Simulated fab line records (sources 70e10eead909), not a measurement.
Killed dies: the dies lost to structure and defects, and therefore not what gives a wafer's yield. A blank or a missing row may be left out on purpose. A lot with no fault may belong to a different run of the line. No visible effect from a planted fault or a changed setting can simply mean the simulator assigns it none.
Chamber matching | flow nand harc | NHARC_A_BONDPAD_ETCH_34 on rie diel-12 has 4 sister chambers
The step etches the open film in N2/H2, target depth 60 nm, overetch 18 nm, time 65.91 s. 14 wafers are shown with their chamber, then 7 later ones without.

## WAFERS WITH THEIR CHAMBER
wafer  | chamber | drypump motor current A (A) | rf vpp V (V) | oes product au (a.u.)
L281.1 | 2       | 5.77                        | 432          | 0.998
L281.3 | 3       | 5.92                        | 429          | 1.010
L281.4 | 3       | 5.90                        | 429          | 1.003
L280.2 | 0       | 5.97                        | 429          | 0.988
L280.3 | 2       | 5.77                        | 435          | 1.000
L280.4 | 1       | 6.18                        | 434          | 1.006
L283.2 | 2       | 5.77                        | 433          | 0.995
L283.3 | 3       | 5.88                        | 428          | 1.001
L283.6 | 2       | 5.76                        | 433          | 0.987
L286.3 | 3       | 5.90                        | 428          | 1.006
L286.4 | 2       | 5.76                        | 434          | 0.996
L286.5 | 0       | 5.97                        | 428          | 0.996
L298.2 | 1       | 6.19                        | 432          | 1.001
L298.4 | 3       | 5.88                        | 430          | 0.996

SIGNATURES, as means of the wafers listed above
reading                 | chamber 0 | chamber 1 | chamber 2 | chamber 3 | scatter within a chamber
drypump motor current A | 5.9700    | 6.1850    | 5.7660    | 5.8960    | 0.0114
rf vpp V                | 428.50    | 433.00    | 433.40    | 428.80    | 1.02
oes product au          | 0.99200   | 1.00350   | 0.99520   | 1.00320   | 0.00504
Rule: a wafer's distance from a chamber is the root of the sum, over the readings, of the square of ((its reading less the chamber's mean) divided by the reading's scatter). The wafer belongs to the nearest chamber; if the next one is less than 2 further off, it can't be placed. The scatter is the square root of a quotient: the sum, over the shown wafers, of each reading's squared deviation from its chamber's mean, divided by wafers minus chambers.

## WAFERS MISSING THEIR CHAMBER
wafer  | drypump motor current A (A) | rf vpp V (V) | oes product au (a.u.)
L298.5 | 5.98                        | 427          | 0.994
L299.1 | 5.93                        | 429          | 0.999
L299.2 | 6.19                        | 434          | 1.006
L299.4 | 5.91                        | 430          | 0.998
L302.2 | 5.78                        | 435          | 0.997
L302.4 | 5.90                        | 429          | 1.008
L302.6 | 5.98                        | 428          | 1.000

## WHICH CHAMBER EACH WENT THROUGH
wafer  | from the rows above     | in truth
L298.5 | 0                       | 0
L299.1 | can't be placed: 3 or 0 | 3
L299.2 | 1                       | 1
L299.4 | 3                       | 3
L302.2 | 2                       | 2
L302.4 | 3                       | 3
L302.6 | 0                       | 0
Correctly placed: 6 of 7. Not placeable from these rows: 1 (in 1, the candidates include the true chamber). Placed wrongly: 0.
